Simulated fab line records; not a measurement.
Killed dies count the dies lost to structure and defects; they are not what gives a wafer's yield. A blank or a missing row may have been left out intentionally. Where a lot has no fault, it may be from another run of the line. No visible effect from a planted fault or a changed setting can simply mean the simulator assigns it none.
fab line records    flow nand_harc
record: lots: 24  wafers: 72  last_day: 34
route steps=1302 shown P_GATE@174 P_CONTACT@219 P_M1@296
lots that met no fault: taken from a fault-free run of the same line
start_h: hours from the record's opening day to when the first of the lot's shown wafers began    wait_h: how many hours have passed since the lot's step before this one    " repeats the value in the row above    L1.1+2: one row covering several wafers at once    - either no value or no given start    * or withheld: withheld    < > ~ a bound
route shown NAME@n: a module of which the file shows steps, and the number in the route of the first    usual: average and standard deviation across the fault-free wafers    same: alike in all rows    chamber/n: place in a boat    sites: per-site readings    _std_site: their standard deviation    _edge_site: outer sites' mean less inner sites'    radius_mm: for every site, how far away it sits from the centre of the wafer    mask NAME#n: copy n    behind: the last tool/chamber to shape the wafer    hold: the reason the lot was held/the length of the hold in hours/how it ended    device: names the non-switching transistor (n, p or np)    end of line: at the end of the route, the tests of the same wafers    step lacking rows: just its recipe    killed: at the first sort, the dies lost to defects and structure; wafer yield is something else    map: a wafer's dies, marking killed ones x, the rest . and places with no die _
set.NAME: the setting the step ran with; set.NAME@STEP: the setting that earlier step ran with    model.NAME: the simulator's own value behind a step, which no gauge read
the route's steps for a sample of lots (tables are steps, rows are wafers)
services: from which hour (start_h, from the record's first day; less than 0 if before it) a tool's chamber was out of use, for how many hours, and why
== steps ==
step: NHARC_P_GATE_STRIP_111
recipe: power_w: 1500  temp_c: 110  time_s: 250  chemistry: N2/H2
usual: drypump_motor_current_A: 5.7/0.34  heater_power_w: 88.6/2.3  temp_c: 110.00/0.14
lot.wafer  tool             chamber  start_h  wait_h  drypump_motor_current_A  heater_power_w  rf_hours_counter_h  temp_c
L074.2     plasma_asher-02  1        119.56   0.2     6.1                      89.5            7                   109.95
L074.3     "                0        "        "       5.4                      89.2            -                   109.85
L074.5     "                0        "        "       5.4                      87.1            -                   110.04
L076.1     plasma_asher-02  0        125.37   0.2     5.4                      90.2            8                   109.97
L076.2     "                1        "        "       6.1                      88.7            8                   109.75
L076.4     "                0        "        "       5.4                      88.1            -                   109.87
L075.1     plasma_asher-01  0        125.58   0.2     5.8                      85.4            25                  110.13
L075.4     "                0        "        "       5.9                      82.1            -                   110.12
L075.6     "                0        "        "       5.9                      82.9            -                   109.94
L078.1     plasma_asher-02  1        150.05   0.2     6.1                      88.7            14                  110.03
L078.3     "                0        "        "       5.4                      86.5            -                   110.02
L078.5     "                0        "        "       5.4                      87.3            -                   110.02
L077.2     plasma_asher-02  0        152.25   0.2     5.4                      90.8            15                  110.15
L077.4     "                0        "        "       5.4                      86.8            -                   110.02
L077.3     "                1        "        "       6.1                      88.1            -                   110.27
L079.1     plasma_asher-02  1        167.84   0.2     6.1                      88.1            19                  109.88
L079.2     "                0        "        "       5.4                      87.8            19                  109.97
L079.4     "                0        "        "       5.4                      88.4            -                   110.05
L080.2     plasma_asher-02  1        168.78   0.7     6.1                      88.9            20                  109.82
L080.1     "                0        "        "       5.4                      87.0            20                  109.80
L080.3     "                0        "        "       5.4                      87.5            -                   109.98
L081.3     plasma_asher-01  1        181.12   0.2     5.2                      84.5            -                   110.07
L081.4     "                0        "        "       5.8                      86.5            -                   110.09
L081.5     "                0        "        "       5.8                      87.9            -                   109.88
L082.1     plasma_asher-02  0        187.64   0.2     5.4                      88.2            25                  110.25
L082.4     "                1        "        "       6.1                      88.4            -                   110.07
L082.5     "                0        "        "       5.4                      85.6            -                   110.05
L083.2     plasma_asher-02  1        195.09   0.2     6.1                      87.7            26                  110.13
L083.3     "                1        "        "       6.1                      89.6            -                   109.96
L083.5     "                1        "        "       6.1                      90.8            -                   110.01
L084.2     plasma_asher-01  1        215.47   0.2     5.2                      84.3            8                   110.01
L084.1     "                0        "        "       5.8                      86.0            8                   109.84
L084.4     "                1        "        "       5.2                      84.8            -                   110.08
L085.1     plasma_asher-01  1        219.76   0.4     5.2                      87.6            10                  109.86
L085.4     "                1        "        "       5.2                      85.2            -                   109.89
L085.6     "                1        "        "       5.2                      86.1            -                   110.06
L086.1     plasma_asher-02  0        223.71   0.5     5.4                      86.8            32                  109.86
L086.4     "                0        "        "       5.4                      86.2            -                   109.88
L086.3     "                1        "        "       6.0                      87.0            -                   109.85
L087.1     plasma_asher-02  1        244.04   0.2     6.1                      90.3            35                  109.99
L087.3     "                1        "        "       6.1                      88.9            -                   110.07
L087.5     "                0        "        "       5.4                      87.1            -                   110.00
L088.4     plasma_asher-02  0        260.25   0.2     5.4                      90.9            -                   110.25
L088.6     "                0        "        "       5.4                      90.8            -                   110.05
L088.5     "                1        "        "       6.1                      92.4            -                   109.73
L089.1     plasma_asher-01  1        260.76   0.2     5.2                      84.3            18                  109.89
L089.4     "                1        "        "       5.2                      85.1            -                   109.82
L089.5     "                1        "        "       5.3                      84.7            -                   109.84
L090.2     plasma_asher-02  0        272.41   0.2     5.4                      89.4            4                   109.49
L090.4     "                1        "        "       6.1                      93.5            -                   109.84
L090.5     "                1        "        "       6.1                      92.0            -                   109.90
L091.2     plasma_asher-02  1        278.32   0.2     6.1                      89.0            6                   110.02
L091.4     "                1        "        "       6.1                      92.8            -                   109.85
L091.5     "                0        "        "       5.4                      90.9            -                   110.07
L092.2     plasma_asher-01  0        287.05   0.2     5.9                      87.0            24                  110.24
L092.5     "                1        "        "       5.2                      86.2            -                   110.08
L092.6     "                0        "        "       5.9                      89.6            -                   110.30
L093.4     plasma_asher-02  0        302.18   0.2     5.4                      89.6            -                   109.96
L093.5     "                0        "        "       5.4                      89.5            -                   109.98
L093.6     "                1        "        "       6.1                      91.0            -                   110.17
L094.2     plasma_asher-02  0        308.57   0.2     5.4                      90.2            11                  110.06
L094.4     "                0        "        "       5.4                      88.5            -                   109.96
L094.3     "                1        "        "       6.1                      91.0            -                   110.14
L095.2     plasma_asher-01  0        315.68   0.2     5.9                      88.5            30                  110.09
L095.1     "                1        "        "       5.2                      86.1            30                  110.05
L095.5     "                1        "        "       5.2                      85.3            -                   110.16
L096.1     plasma_asher-02  1        327.17   0.2     6.1                      94.3            13                  110.03
L096.2     "                0        "        "       5.4                      92.7            13                  110.23
L096.3     "                0        "        "       5.4                      90.2            -                   110.08
L097.3     plasma_asher-02  0        343.09   0.4     5.4                      90.2            -                   110.00
L097.5     "                0        "        "       5.4                      91.2            -                   110.08
L097.6     "                1        "        "       6.1                      91.1            -                   109.95
step: NHARC_P_CONTACT_CMP_01
recipe: target_thk_nm: 200  material: SiO2
usual: motor_current_A: 12.6/1.7
lot.wafer  tool    chamber  start_h  wait_h  motor_current_A
L074.3     cmp-02  0        126.06   -       15.4
L074.2     "       1        "        "       10.6
L074.5     "       0        "        "       15.6
L076.1     cmp-03  1        132.06   -       13.9
L076.2     "       2        "        "       14.2
L076.4     "       3        "        "       10.3
L075.1     cmp-04  3        132.87   -       12.7
L075.4     "       0        "        "       10.5
L075.6     "       2        "        "       11.9
L078.3     cmp-02  3        157.09   -       12.0
L078.1     "       1        "        "       10.5
L078.5     "       3        "        "       11.6
L077.2     cmp-02  3        158.90   -       11.4
L077.3     "       1        "        "       10.7
L077.4     "       2        "        "       11.5
L079.4     cmp-03  1        174.53   -       13.8
L079.1     "       2        "        "       13.8
L079.2     "       3        "        "       10.3
L080.2     cmp-02  3        175.35   -       11.1
L080.1     "       0        "        "       15.6
L080.3     "       1        "        "       10.5
L081.4     cmp-04  1        188.32   -       12.1
L081.3     "       2        "        "       11.2
L081.5     "       0        "        "       10.8
L082.4     cmp-02  0        194.29   -       15.7
L082.1     "       1        "        "       10.2
L082.5     "       1        "        "       10.3
L083.3     cmp-04  3        201.90   -       13.0
L083.2     "       1        "        "       11.7
L083.5     "       3        "        "       12.4
L084.1     cmp-02  1        222.27   -       10.9
L084.4     "       2        "        "       11.8
L084.2     "       3        "        "       12.2
L085.1     cmp-03  1        226.28   -       14.3
L085.4     "       2        "        "       14.1
L085.6     "       2        "        "       13.9
L086.3     cmp-03  1        230.37   -       13.6
L086.4     "       2        "        "       13.6
L086.1     "       3        "        "       10.7
L087.1     cmp-03  2        250.54   -       14.0
L087.3     "       1        "        "       14.3
L087.5     "       3        "        "       11.0
L088.4     cmp-02  2        267.22   0.5     11.6
L088.6     "       3        "        "       11.7
L088.5     "       0        "        "       15.1
L089.4     cmp-03  2        267.70   -       14.5
L089.1     "       1        "        "       14.5
L089.5     "       3        "        "       11.0
L090.2     cmp-02  1        279.04   -       10.8
L090.4     "       2        "        "       11.8
L090.5     "       0        "        "       16.7
L091.4     cmp-04  2        285.16   -       11.6
L091.2     "       1        "        "       12.4
L091.5     "       2        "        "       11.7
L092.2     cmp-03  0        294.32   -       13.2
L092.6     "       1        "        "       14.0
L092.5     "       2        "        "       13.8
L093.4     cmp-03  0        308.81   -       13.0
L093.6     "       2        "        "       14.2
L093.5     "       3        "        "       11.1
L094.4     cmp-03  3        315.40   -       10.8
L094.3     "       1        "        "       14.1
L094.2     "       2        "        "       13.5
L095.1     cmp-03  0        322.36   -       13.4
L095.2     "       1        "        "       13.9
L095.5     "       0        "        "       13.2
L096.2     cmp-03  3        333.83   -       10.5
L096.3     "       0        "        "       13.3
L096.1     "       1        "        "       14.3
L097.3     cmp-02  3        350.03   0.4     12.2
L097.6     "       2        "        "       11.7
L097.5     "       3        "        "       11.5
step: NHARC_P_CONTACT_OVL_MEAS_13
usual: overlay_x_nm: 0.0/0.8  overlay_y_nm: 0.0/0.82
lot.wafer  tool        chamber  start_h  wait_h  overlay_x_nm  overlay_y_nm
L074.2     overlay-01  -        126.98   -       0.6           0.8
L074.3     "           -        "        "       0.6           0.7
L074.5     "           -        "        "       1.0           1.1
L076.1     overlay-02  -        132.85   -       0.8           -1.3
L076.2     "           -        "        "       0.6           -1.2
L076.4     "           -        "        "       0.5           -1.3
L075.1     overlay-01  -        133.74   -       1.1           0.4
L075.4     "           -        "        "       1.0           0.1
L075.6     "           -        "        "       1.5           0.0
L078.1     overlay-01  -        157.98   -       -0.7          0.1
L078.3     "           -        "        "       -1.3          0.1
L078.5     "           -        "        "       -0.9          -0.3
L077.2     overlay-02  -        159.82   -       -0.9          0.5
L077.3     "           -        "        "       -0.4          1.1
L077.4     "           -        "        "       -0.4          0.9
L079.1     overlay-01  -        175.42   -       -1.1          0.4
L079.2     "           -        "        "       -0.3          0.9
L079.4     "           -        "        "       -1.6          1.0
L080.1     overlay-01  -        176.25   -       -0.8          0.4
L080.2     "           -        "        "       -0.9          0.4
L080.3     "           -        "        "       0.0           0.3
L081.3     overlay-02  -        189.20   -       0.2           -0.3
L081.4     "           -        "        "       -0.1          0.1
L081.5     "           -        "        "       -0.4          0.1
L082.1     overlay-02  -        195.21   -       0.3           -1.1
L082.4     "           -        "        "       1.3           -1.0
L082.5     "           -        "        "       1.0           -0.6
L083.2     overlay-02  -        202.82   -       -1.1          -0.4
L083.3     "           -        "        "       -1.4          0.1
L083.5     "           -        "        "       -0.6          -0.1
L084.1     overlay-02  -        223.04   -       0.4           0.0
L084.2     "           -        "        "       0.0           0.0
L084.4     "           -        "        "       -0.1          -0.5
L085.1     overlay-01  -        227.20   -       -0.7          -1.0
L085.4     "           -        "        "       -0.6          -0.9
L085.6     "           -        "        "       0.3           -1.7
L086.1     overlay-01  -        231.14   -       -1.8          0.9
L086.3     "           -        "        "       -1.8          0.6
L086.4     "           -        "        "       -1.4          1.1
L087.1     overlay-02  -        251.34   -       0.9           0.8
L087.3     "           -        "        "       2.1           0.2
L087.5     "           -        "        "       1.2           0.3
L088.4     overlay-01  -        268.07   -       -0.3          1.1
L088.5     "           -        "        "       0.2           0.9
L088.6     "           -        "        "       -0.5          0.5
L089.1     overlay-02  -        268.49   -       0.5           -0.8
L089.4     "           -        "        "       -0.4          -0.7
L089.5     "           -        "        "       0.0           -1.0
L090.2     overlay-02  -        279.95   -       -1.2          0.7
L090.4     "           -        "        "       -0.4          0.5
L090.5     "           -        "        "       -0.3          0.2
L091.2     overlay-02  -        285.97   -       0.8           -1.1
L091.4     "           -        "        "       0.0           -1.0
L091.5     "           -        "        "       0.0           -1.7
L092.2     overlay-02  -        295.04   -       -0.5          0.2
L092.5     "           -        "        "       -0.1          0.3
L092.6     "           -        "        "       0.2           -0.1
L093.4     overlay-01  -        309.70   -       -0.2          -1.2
L093.5     "           -        "        "       0.2           -1.9
L093.6     "           -        "        "       -0.7          -1.1
L094.2     overlay-02  -        316.19   -       0.7           1.1
L094.3     "           -        "        "       0.5           1.3
L094.4     "           -        "        "       0.3           1.9
L095.1     overlay-01  -        323.16   -       0.9           -0.3
L095.2     "           -        "        "       0.5           -0.6
L095.5     "           -        "        "       0.6           -0.5
L096.1     overlay-01  -        334.62   -       -0.3          -0.9
L096.2     "           -        "        "       -0.7          -1.1
L096.3     "           -        "        "       -0.4          -1.2
L097.3     overlay-01  -        350.93   -       1.4           0.0
L097.5     "           -        "        "       1.2           0.3
L097.6     "           -        "        "       1.1           0.3
step: NHARC_P_CONTACT_PVD_32
recipe: target_thk_a: 50  chamber_pressure_pa: 5  power_w: 5000  substrate_temp_c: 200  time_s: 17.7  material: Ti
usual: throttle_valve_pct: 29.9/1
lot.wafer  tool            chamber  start_h  wait_h  throttle_valve_pct
L074.2     pvd_sputter-01  -        -        -       29.4
L074.3     "               -        "        "       28.6
L074.5     "               -        "        "       29.7
L076.4     pvd_sputter-03  -        -        -       30.0
L076.1     "               -        "        "       31.0
L076.2     "               -        "        "       30.3
L075.1     pvd_sputter-02  -        -        -       29.7
L075.4     "               -        "        "       28.0
L075.6     "               -        "        "       28.7
L078.1     pvd_sputter-02  -        -        -       29.6
L078.3     "               -        "        "       28.2
L078.5     "               -        "        "       29.5
L077.2     pvd_sputter-02  -        -        -       30.0
L077.4     "               -        "        "       28.3
L077.3     "               -        "        "       30.9
L079.4     pvd_sputter-01  -        -        -       29.6
L079.1     "               -        "        "       30.8
L079.2     "               -        "        "       28.6
L080.3     pvd_sputter-02  -        -        -       28.8
L080.2     "               -        "        "       28.2
L080.1     "               -        "        "       31.0
L081.4     pvd_sputter-03  -        -        -       31.1
L081.3     "               -        "        "       31.1
L081.5     "               -        "        "       31.3
L082.4     pvd_sputter-03  -        -        -       30.7
L082.1     "               -        "        "       30.4
L082.5     "               -        "        "       30.0
L083.3     pvd_sputter-01  -        -        -       29.5
L083.2     "               -        "        "       29.5
L083.5     "               -        "        "       29.2
L084.1     pvd_sputter-02  -        -        -       31.2
L084.2     "               -        "        "       29.8
L084.4     "               -        "        "       28.7
L085.1     pvd_sputter-02  -        -        -       27.9
L085.4     "               -        "        "       29.0
L085.6     "               -        "        "       28.1
L086.1     pvd_sputter-02  -        -        -       31.2
L086.4     "               -        "        "       29.6
L086.3     "               -        "        "       28.5
L087.1     pvd_sputter-03  -        -        -       31.0
L087.3     "               -        "        "       29.8
L087.5     "               -        "        "       30.2
L088.4     pvd_sputter-02  -        -        -       29.4
L088.6     "               -        "        "       30.9
L088.5     "               -        "        "       29.6
L089.4     pvd_sputter-03  -        -        -       30.4
L089.1     "               -        "        "       30.7
L089.5     "               -        "        "       29.9
L090.4     pvd_sputter-03  -        -        -       31.1
L090.2     "               -        "        "       31.0
L090.5     "               -        "        "       30.2
L091.2     pvd_sputter-01  -        -        -       30.2
L091.4     "               -        "        "       29.3
L091.5     "               -        "        "       29.5
L092.2     pvd_sputter-02  -        -        -       28.0
L092.6     "               -        "        "       29.2
L092.5     "               -        "        "       31.5
L093.4     pvd_sputter-03  -        -        -       29.8
L093.5     "               -        "        "       31.2
L093.6     "               -        "        "       30.8
L094.4     pvd_sputter-02  -        -        -       31.5
L094.2     "               -        "        "       30.9
L094.3     "               -        "        "       27.5
L095.2     pvd_sputter-01  -        -        -       30.2
L095.1     "               -        "        "       30.3
L095.5     "               -        "        "       29.3
L096.2     pvd_sputter-03  -        -        -       30.9
L096.1     "               -        "        "       30.0
L096.3     "               -        "        "       31.4
L097.3     pvd_sputter-01  -        -        -       29.2
L097.6     "               -        "        "       29.6
L097.5     "               -        "        "       30.1
step: NHARC_P_M1_OVL_MEAS_10
recipe: pitch_nm: 260
usual: overlay_x_nm: -0.2/0.92  overlay_y_nm: 0.3/0.71
lot.wafer  tool        chamber  start_h  wait_h  overlay_x_nm  overlay_y_nm
L074.2     overlay-02  -        135.46   -       -0.2          1.3
L074.3     "           -        "        "       0.0           1.5
L074.5     "           -        "        "       -0.1          1.2
L076.1     overlay-02  -        140.97   -       0.0           0.3
L076.2     "           -        "        "       0.4           0.3
L076.4     "           -        "        "       0.5           0.4
L075.1     overlay-01  -        141.71   -       -0.2          -0.3
L075.4     "           -        "        "       0.2           -0.5
L075.6     "           -        "        "       0.4           -0.6
L078.1     overlay-01  -        166.31   -       -1.0          -0.8
L078.3     "           -        "        "       -1.1          -0.3
L078.5     "           -        "        "       -1.4          -0.7
L077.2     overlay-01  -        168.21   -       0.8           0.6
L077.3     "           -        "        "       0.6           0.9
L077.4     "           -        "        "       1.1           0.9
L079.1     overlay-01  -        183.82   -       -0.4          1.2
L079.2     "           -        "        "       -1.2          1.4
L079.4     "           -        "        "       -1.0          1.6
L080.1     overlay-02  -        184.51   -       -0.5          1.1
L080.2     "           -        "        "       -0.9          1.4
L080.3     "           -        "        "       -0.4          0.8
L081.3     overlay-01  -        197.44   -       -0.1          0.4
L081.4     "           -        "        "       0.2           0.3
L081.5     "           -        "        "       0.1           0.1
L082.1     overlay-01  -        203.33   -       0.1           0.7
L082.4     "           -        "        "       0.2           1.0
L082.5     "           -        "        "       0.1           1.5
L083.2     overlay-01  -        212.11   -       -0.6          0.2
L083.3     "           -        "        "       -0.6          0.1
L083.5     "           -        "        "       -0.1          0.2
L084.1     overlay-01  -        231.45   -       2.5           -0.4
L084.2     "           -        "        "       3.1           -0.3
L084.4     "           -        "        "       2.6           -0.3
L085.1     overlay-01  -        235.33   -       -0.4          1.1
L085.4     "           -        "        "       -0.8          1.7
L085.6     "           -        "        "       -1.1          1.1
L086.1     overlay-02  -        239.39   -       0.1           0.5
L086.3     "           -        "        "       0.0           0.1
L086.4     "           -        "        "       0.2           -0.1
L087.1     overlay-02  -        259.55   -       -1.2          0.5
L087.3     "           -        "        "       -0.9          0.8
L087.5     "           -        "        "       -1.6          0.7
L088.4     overlay-02  -        276.42   -       0.1           0.1
L088.5     "           -        "        "       -0.5          -0.5
L088.6     "           -        "        "       -0.5          0.5
L089.1     overlay-01  -        278.31   -       -0.2          -0.1
L089.4     "           -        "        "       -1.6          -0.2
L089.5     "           -        "        "       -0.6          0.0
L090.2     overlay-01  -        288.08   -       1.0           0.0
L090.4     "           -        "        "       0.8           0.1
L090.5     "           -        "        "       0.5           0.3
L091.2     overlay-01  -        294.07   -       -0.5          0.1
L091.4     "           -        "        "       -0.9          0.1
L091.5     "           -        "        "       -0.5          0.2
L092.2     overlay-01  -        303.23   -       -1.8          -0.5
L092.5     "           -        "        "       -2.1          -0.8
L092.6     "           -        "        "       -1.6          0.0
L093.4     overlay-01  -        317.99   -       -0.1          0.7
L093.5     "           -        "        "       -0.4          1.2
L093.6     "           -        "        "       -0.9          1.3
L094.2     overlay-02  -        325.15   -       -0.2          0.1
L094.3     "           -        "        "       0.1           -0.3
L094.4     "           -        "        "       -0.4          0.3
L095.1     overlay-02  -        331.54   -       0.5           -0.4
L095.2     "           -        "        "       0.3           -0.7
L095.5     "           -        "        "       0.8           -0.8
L096.1     overlay-02  -        342.71   -       -0.8          -0.2
L096.2     "           -        "        "       -0.9          0.3
L096.3     "           -        "        "       -1.1          -0.1
L097.3     overlay-01  -        359.37   -       -0.5          -0.2
L097.5     "           -        "        "       -0.5          -0.5
L097.6     "           -        "        "       -0.4          -0.5
step: NHARC_P_M1_DESCUM_14
recipe: time_s: 3  o2_flow_sccm: 200  ar_flow_sccm: 0  bias_power_w: 0  chemistry: O2
usual: drypump_motor_current_A: 5.91/0.29  oes_product_au: 1.004/0.011  rf_vpp_V: 57.7/0.92  showerhead_plenum_p_Torr: 1.87/0.048  throttle_valve_pct: 11.310/0.0098
lot.wafer  tool         chamber  start_h  wait_h  drypump_motor_current_A  oes_product_au  rf_hours_counter_h  rf_vpp_V  showerhead_plenum_p_Torr  throttle_valve_pct
L074.3     rie_diel-11  2        135.57   0.1     5.63                     1.009           5                   57.2      1.88                      11.298
L074.2     "            3        "        "       5.76                     1.021           5                   57.7      1.89                      11.318
L074.5     "            2        "        "       5.64                     1.020           -                   57.6      1.88                      11.330
L076.2     rie_diel-11  2        141.07   0.1     5.65                     1.011           6                   57.6      1.88                      11.294
L076.1     "            0        "        "       6.04                     1.007           5                   58.2      1.83                      11.320
L076.4     "            0        "        "       6.04                     1.007           -                   57.0      1.83                      11.304
L075.1     rie_diel-11  0        141.91   0.2     6.00                     1.007           5                   57.4      1.83                      11.308
L075.4     "            2        "        "       5.65                     1.015           -                   57.3      1.88                      11.300
L075.6     "            0        "        "       6.01                     1.013           -                   58.5      1.83                      11.321
L078.3     rie_diel-11  1        166.41   0.1     5.95                     0.994           4                   57.3      1.88                      11.296
L078.1     "            3        "        "       5.76                     1.021           8                   57.7      1.89                      11.330
L078.5     "            1        "        "       5.93                     0.994           -                   58.0      1.88                      11.301
L077.4     rie_diel-07  2        168.31   0.1     6.26                     0.973           4                   56.9      1.89                      11.300
L077.2     "            3        "        "       6.14                     0.998           4                   58.6      1.92                      11.328
L077.3     "            1        "        "       5.93                     1.011           3                   57.8      1.86                      11.318
L079.2     rie_diel-07  2        183.92   0.1     6.29                     0.984           6                   57.5      1.89                      11.317
L079.1     "            3        "        "       6.12                     0.990           6                   58.6      1.92                      11.296
L079.4     "            0        "        "       5.31                     1.001           5                   56.9      1.78                      11.312
L080.3     rie_diel-07  3        184.62   0.1     6.12                     1.008           6                   59.1      1.92                      11.298
L080.2     "            0        "        "       5.31                     1.004           5                   56.4      1.78                      11.313
L080.1     "            1        "        "       5.91                     1.003           5                   56.0      1.86                      11.314
L081.4     rie_diel-07  0        197.53   0.1     5.34                     1.013           5                   56.8      1.78                      11.307
L081.3     "            2        "        "       6.28                     1.002           6                   57.2      1.89                      11.307
L081.5     "            0        "        "       5.32                     1.009           -                   56.4      1.78                      11.303
L082.1     rie_diel-09  0        203.43   0.1     6.21                     0.997           13                  56.9      1.82                      11.324
L082.4     "            1        "        "       6.58                     0.987           12                  58.2      1.98                      11.308
L082.5     "            3        "        "       5.71                     0.991           -                   58.6      2.02                      11.305
L083.3     rie_diel-11  0        212.21   0.1     6.03                     0.986           12                  56.9      1.83                      11.299
L083.2     "            3        "        "       5.77                     1.015           12                  57.4      1.89                      11.311
L083.5     "            0        "        "       6.03                     1.004           -                   58.3      1.83                      11.299
L084.2     rie_diel-07  3        231.56   0.1     6.14                     0.993           8                   57.4      1.92                      11.309
L084.1     "            0        "        "       5.34                     0.998           7                   57.9      1.78                      11.315
L084.4     "            1        "        "       5.91                     1.001           7                   57.8      1.86                      11.320
L085.4     rie_diel-07  1        235.43   0.1     5.93                     1.006           8                   57.2      1.86                      11.330
L085.1     "            0        "        "       5.32                     1.009           8                   56.5      1.78                      11.304
L085.6     "            1        "        "       5.95                     1.011           -                   57.0      1.86                      11.299
L086.3     rie_diel-11  1        239.50   0.1     5.94                     0.993           11                  57.8      1.88                      11.308
L086.4     "            2        "        "       5.62                     1.026           15                  56.1      1.88                      11.304
L086.1     "            3        "        "       5.73                     1.021           14                  57.3      1.88                      11.304
L087.1     rie_diel-07  3        259.66   0.1     6.14                     1.001           10                  55.2      1.92                      11.316
L087.3     "            1        "        "       5.88                     1.001           9                   57.4      1.86                      11.328
L087.5     "            2        "        "       6.26                     1.001           -                   56.5      1.89                      11.325
L088.4     rie_diel-11  1        276.55   0.1     5.93                     1.005           1                   57.7      1.88                      11.302
L088.6     "            2        "        "       5.66                     1.014           -                   58.1      1.88                      11.295
L088.5     "            3        "        "       5.74                     1.016           -                   58.9      1.88                      11.308
L089.1     rie_diel-09  2        278.43   0.1     5.81                     0.997           45                  59.1      1.93                      11.296
L089.4     "            3        "        "       5.75                     0.989           40                  61.3      2.01                      11.291
L089.5     "            0        "        "       6.21                     0.985           -                   56.5      1.81                      11.313
L090.4     rie_diel-11  3        288.18   0.1     5.69                     1.019           3                   56.6      1.88                      11.307
L090.2     "            0        "        "       6.03                     1.019           2                   58.9      1.83                      11.300
L090.5     "            3        "        "       5.71                     1.015           -                   59.1      1.88                      11.297
L091.2     rie_diel-11  1        294.17   0.1     5.97                     0.988           3                   57.9      1.88                      11.310
L091.4     "            2        "        "       5.63                     1.008           3                   57.9      1.88                      11.322
L091.5     "            1        "        "       5.97                     0.986           -                   57.9      1.88                      11.304
L092.2     rie_diel-07  1        303.36   0.1     5.91                     0.998           0                   58.6      1.86                      11.306
L092.6     "            2        "        "       6.28                     1.015           -                   59.5      1.89                      11.314
L092.5     "            3        "        "       6.13                     0.996           -                   58.3      1.92                      11.293
L093.4     rie_diel-07  3        318.08   0.1     6.13                     1.002           1                   56.7      1.92                      11.315
L093.5     "            3        "        "       6.13                     1.008           -                   59.9      1.92                      11.312
L093.6     "            0        "        "       5.32                     1.012           -                   57.6      1.78                      11.316
L094.2     rie_diel-11  3        325.25   0.1     5.74                     1.005           6                   58.6      1.88                      11.319
L094.4     "            1        "        "       5.94                     0.980           6                   58.0      1.88                      11.305
L094.3     "            2        "        "       5.68                     1.007           6                   56.2      1.88                      11.314
L095.1     rie_diel-07  1        331.64   0.1     5.91                     0.997           2                   57.7      1.86                      11.319
L095.2     "            3        "        "       6.15                     1.005           2                   59.1      1.92                      11.305
L095.5     "            2        "        "       6.22                     1.001           -                   58.4      1.89                      11.304
L096.3     rie_diel-11  0        342.82   0.1     6.02                     1.021           7                   59.2      1.82                      11.299
L096.2     "            1        "        "       5.93                     0.995           7                   58.3      1.87                      11.312
L096.1     "            2        "        "       5.65                     1.014           8                   58.1      1.88                      11.331
L097.3     rie_diel-07  0        359.47   0.1     5.31                     1.010           4                   58.0      1.78                      11.300
L097.5     "            0        "        "       5.32                     1.014           -                   57.8      1.77                      11.309
L097.6     "            1        "        "       5.90                     1.015           -                   58.6      1.86                      11.311
== services ==
tool             chamber  start_h  hours  kind
pvd_sputter-02   -        104.00   10.0   pm
plasma_asher-02  -        115.98   1.5    repair
rie_diel-07      -        117.20   9.0    pm
rie_diel-11      1        117.76   32.7   repair
cmp-02           -        126.84   1.6    repair
cmp-02           -        134.65   4.0    pm
rie_diel-11      3        138.14   3.9    repair
cmp-02           -        139.44   1.0    repair
rie_diel-11      1        156.06   9.9    repair
cmp-03           -        162.06   4.0    pm
rie_diel-11      -        164.17   0.9    repair
plasma_asher-02  -        173.71   7.3    repair
rie_diel-11      0        189.51   6.1    repair
cmp-03           -        194.07   0.6    repair
rie_diel-11      3        207.32   2.9    repair
rie_diel-11      -        229.24   2.5    repair
plasma_asher-02  -        249.00   9.0    pm
rie_diel-11      -        255.50   9.0    pm
cmp-03           -        260.06   4.0    pm
rie_diel-07      -        294.20   9.0    pm
rie_diel-07      1        349.66   5.8    repair
cmp-03           -        354.16   0.3    repair
cmp-03           -        358.06   4.0    pm
rie_diel-11      1        358.73   6.7    repair
== key ==
fault none
